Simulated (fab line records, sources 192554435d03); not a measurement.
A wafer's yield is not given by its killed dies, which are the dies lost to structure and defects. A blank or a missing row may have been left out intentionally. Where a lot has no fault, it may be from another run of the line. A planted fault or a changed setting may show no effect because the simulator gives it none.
Which of the tools did it? | flow n5 finfet | 24 lots, 72 wafers sampled, at 4 steps of a route of 1938

== WHAT THE GAUGES READ, wafer by wafer ==
N5_BEOL_M3_OVL_MEAS_12.
lot  | measured     | on         | M3_OVL (nm)
L074 | day 6 22:16  | overlay-02 | 1.1 0.1 0.2
L075 | day 7 04:29  | overlay-02 | 0.7 -0.2 0.2
L077 | day 7 15:46  | overlay-02 | -0.9 -0.1 -0.7
L076 | day 7 18:37  | overlay-02 | 0.3 -0.6 -0.4
L079 | day 8 07:10  | overlay-01 | 0.6 0.9 0.1
L078 | day 8 10:04  | overlay-02 | -0.2 0.2 0.8
L080 | day 8 21:50  | overlay-01 | 0.2 -0.2 -0.6
L081 | day 8 23:00  | overlay-02 | -0.6 0.3 -0.1
L083 | day 9 05:02  | overlay-02 | 1.2 0.9 1.3
L082 | day 9 07:08  | overlay-01 | 0.8 -0.4 0.4
L084 | day 9 15:59  | overlay-01 | -0.6 -0.8 -0.4
L085 | day 9 21:10  | overlay-01 | -0.1 0.2 -0.6
L086 | day 10 14:41 | overlay-01 | 0.3 -0.6 0.7
L087 | day 10 20:57 | overlay-02 | 0.0 1.3 0.6
L088 | day 10 22:23 | overlay-01 | -1.2 -0.6 -0.6
L089 | day 11 00:22 | overlay-02 | 0.1 0.0 0.2
L090 | day 11 05:41 | overlay-01 | 1.2 0.1 -0.6
L091 | day 11 11:20 | overlay-01 | -0.4 -1.1 -1.3
L092 | day 11 16:37 | overlay-01 | -0.2 -0.6 -0.3
L094 | day 12 00:28 | overlay-02 | -0.3 0.7 0.0
L093 | day 12 11:22 | overlay-02 | -1.0 -0.1 0.0
L095 | day 12 17:46 | overlay-02 | 0.5 0.8 0.7
L096 | day 13 00:18 | overlay-02 | -0.9 -0.5 -1.6
L097 | day 13 05:29 | overlay-01 | -0.7 1.3 0.2

== EACH LOT AND THE TOOL THAT RAN IT (in order: tool; ch and the chambers of the sampled wafers; start) ==
lot  | N5_BEOL_M2_ALD_84                   | N5_BEOL_M2_ANNEAL_89         | N5_BEOL_M2_ANNEAL_93
L074 | ald metal-01 ch 0,1,3, day 6 16:59  | pvd sputter-01, day 6 18:40  | pvd sputter-01, day 6 19:07
L075 | ald metal-01 ch 0,3, day 6 22:22    | pvd sputter-03, day 7 00:25  | pvd sputter-03, day 7 00:55
L077 | ald metal-01 ch 0,1,2, day 7 10:53  | pvd sputter-01, day 7 12:40  | pvd sputter-01, day 7 13:06
L076 | ald metal-03 ch 1,2,3, day 7 11:06  | pvd sputter-03, day 7 14:03  | pvd sputter-03, day 7 14:29
L079 | ald metal-03 ch 0,1,3, day 8 02:12  | pvd sputter-01, day 8 03:38  | pvd sputter-01, day 8 04:05
L078 | ald metal-01 ch 0,2,3, day 8 05:43  | pvd sputter-02, day 8 07:07  | pvd sputter-02, day 8 07:34
L080 | ald metal-01 ch 1,2, day 8 09:44    | pvd sputter-03, day 8 17:40  | pvd sputter-03, day 8 18:07
L081 | ald metal-01 ch 1,2, day 8 18:28    | pvd sputter-03, day 8 19:57  | pvd sputter-03, day 8 20:23
L083 | ald metal-02 ch 1,2,3, day 8 22:09  | pvd sputter-01, day 8 23:55  | pvd sputter-01, day 9 00:21
L082 | ald metal-01 ch 0,1,2, day 9 01:34  | pvd sputter-02, day 9 03:13  | pvd sputter-02, day 9 03:40
L084 | ald metal-03 ch 0,2,3, day 9 08:11  | pvd sputter-01, day 9 11:35  | pvd sputter-01, day 9 12:01
L085 | ald metal-03 ch 1,2,3, day 9 16:55  | pvd sputter-03, day 9 18:32  | pvd sputter-03, day 9 18:59
L086 | ald metal-01 ch 0,1, day 10 10:32   | pvd sputter-03, day 10 12:01 | pvd sputter-03, day 10 12:28
L087 | ald metal-01 ch 0,2,3, day 10 15:02 | pvd sputter-02, day 10 16:44 | pvd sputter-02, day 10 17:11
L088 | ald metal-03 ch 0,1,3, day 10 17:52 | pvd sputter-01, day 10 19:31 | pvd sputter-01, day 10 19:58
L089 | ald metal-03 ch 0,2,3, day 10 18:28 | pvd sputter-03, day 10 21:03 | pvd sputter-03, day 10 21:29
L090 | ald metal-01 ch 0,1,3, day 10 22:55 | pvd sputter-02, day 11 00:47 | pvd sputter-02, day 11 01:14
L091 | ald metal-03 ch 0,3, day 11 07:01   | pvd sputter-01, day 11 08:34 | pvd sputter-01, day 11 09:01
L092 | ald metal-01 ch 1,2,3, day 11 10:52 | pvd sputter-01, day 11 14:05 | pvd sputter-01, day 11 14:31
L094 | ald metal-01 ch 1,2,3, day 11 20:28 | pvd sputter-02, day 11 21:56 | pvd sputter-02, day 11 22:23
L093 | ald metal-01 ch 0,1, day 12 07:14   | pvd sputter-02, day 12 08:43 | pvd sputter-02, day 12 09:10
L095 | ald metal-02 ch 0,3, day 12 10:55   | pvd sputter-03, day 12 14:01 | pvd sputter-03, day 12 14:27
L096 | ald metal-01 ch 1,2,3, day 12 17:23 | pvd sputter-03, day 12 19:13 | pvd sputter-03, day 12 19:40
L097 | ald metal-01 ch 2,3, day 13 01:07   | pvd sputter-02, day 13 02:47 | pvd sputter-02, day 13 03:14
- N5_BEOL_M2_ALD_84: deposits TaN, pulse time 2 s, purge time 3 s, co reactant purge time 2 s.
- N5_BEOL_M2_ANNEAL_89: time 240 s.
- N5_BEOL_M2_ANNEAL_93: time 240 s.

== WHAT THE TOOLS THEMSELVES READ (means of the sampled wafers that have a number; where no wafer has one, the mark that the record gives instead) ==
N5_BEOL_M2_ALD_84.
lot  | tool         | heater power w (W)
L074 | ald metal-01 | 416
L075 | ald metal-01 | 394
L077 | ald metal-01 | 456
L076 | ald metal-03 | 436
L079 | ald metal-03 | 410
L078 | ald metal-01 | 432
L080 | ald metal-01 | 472
L081 | ald metal-01 | 483
L083 | ald metal-02 | 369
L082 | ald metal-01 | 446
L084 | ald metal-03 | 386
L085 | ald metal-03 | 433
L086 | ald metal-01 | 443
L087 | ald metal-01 | 423
L088 | ald metal-03 | 406
L089 | ald metal-03 | 391
L090 | ald metal-01 | 422
L091 | ald metal-03 | 360
L092 | ald metal-01 | 451
L094 | ald metal-01 | 445
L093 | ald metal-01 | 420
L095 | ald metal-02 | 420
L096 | ald metal-01 | 452
L097 | ald metal-01 | 421

N5_BEOL_M2_ANNEAL_89.
lot  | tool           | heater power w (W)
L074 | pvd sputter-01 | 824
L075 | pvd sputter-03 | 692
L077 | pvd sputter-01 | 861
L076 | pvd sputter-03 | 782
L079 | pvd sputter-01 | 796
L078 | pvd sputter-02 | 818
L080 | pvd sputter-03 | 707
L081 | pvd sputter-03 | 781
L083 | pvd sputter-01 | 811
L082 | pvd sputter-02 | 861
L084 | pvd sputter-01 | 801
L085 | pvd sputter-03 | 701
L086 | pvd sputter-03 | 712
L087 | pvd sputter-02 | 864
L088 | pvd sputter-01 | 810
L089 | pvd sputter-03 | 724
L090 | pvd sputter-02 | 849
L091 | pvd sputter-01 | 779
L092 | pvd sputter-01 | 780
L094 | pvd sputter-02 | 828
L093 | pvd sputter-02 | 823
L095 | pvd sputter-03 | 698
L096 | pvd sputter-03 | 864
L097 | pvd sputter-02 | 824

N5_BEOL_M2_ANNEAL_93.
lot  | tool           | heater power w (W)
L074 | pvd sputter-01 | 805
L075 | pvd sputter-03 | 689
L077 | pvd sputter-01 | 847
L076 | pvd sputter-03 | 790
L079 | pvd sputter-01 | 794
L078 | pvd sputter-02 | 828
L080 | pvd sputter-03 | 712
L081 | pvd sputter-03 | 766
L083 | pvd sputter-01 | 799
L082 | pvd sputter-02 | 867
L084 | pvd sputter-01 | 815
L085 | pvd sputter-03 | 704
L086 | pvd sputter-03 | 712
L087 | pvd sputter-02 | 853
L088 | pvd sputter-01 | 795
L089 | pvd sputter-03 | 725
L090 | pvd sputter-02 | 849
L091 | pvd sputter-01 | 788
L092 | pvd sputter-01 | 785
L094 | pvd sputter-02 | 824
L093 | pvd sputter-02 | 830
L095 | pvd sputter-03 | 694
L096 | pvd sputter-03 | 866
L097 | pvd sputter-02 | 825

== THE ANSWER, worked out from the rows above alone ==
Rule: the lots themselves supply what counts as usual. Put in order of their means at a reading, lots are off if they are a third of the lots or fewer, leave a main group of 4 or more, and stand apart from it by a gap of 3 or more times the standard deviation of the main group's means; of several such gaps the widest counts. If all means in a main group match to the digits the tables above print for the reading, that group is not used. A lot without any number at a reading at which 4 lots or more have one is off too. Any other lot the step has rows for is counted as sound. After the gauges, taken in route order, come the tools' own readings; for these a lot's mean is taken, as printed above. The first step at which some lot is off is used, and at that step the reading that is off furthest; a lot without a number counts as furthest.
Across all readings shown, no lot is off: no conclusion can be drawn from this.

== WHAT THE SIMULATOR PUT IN ==
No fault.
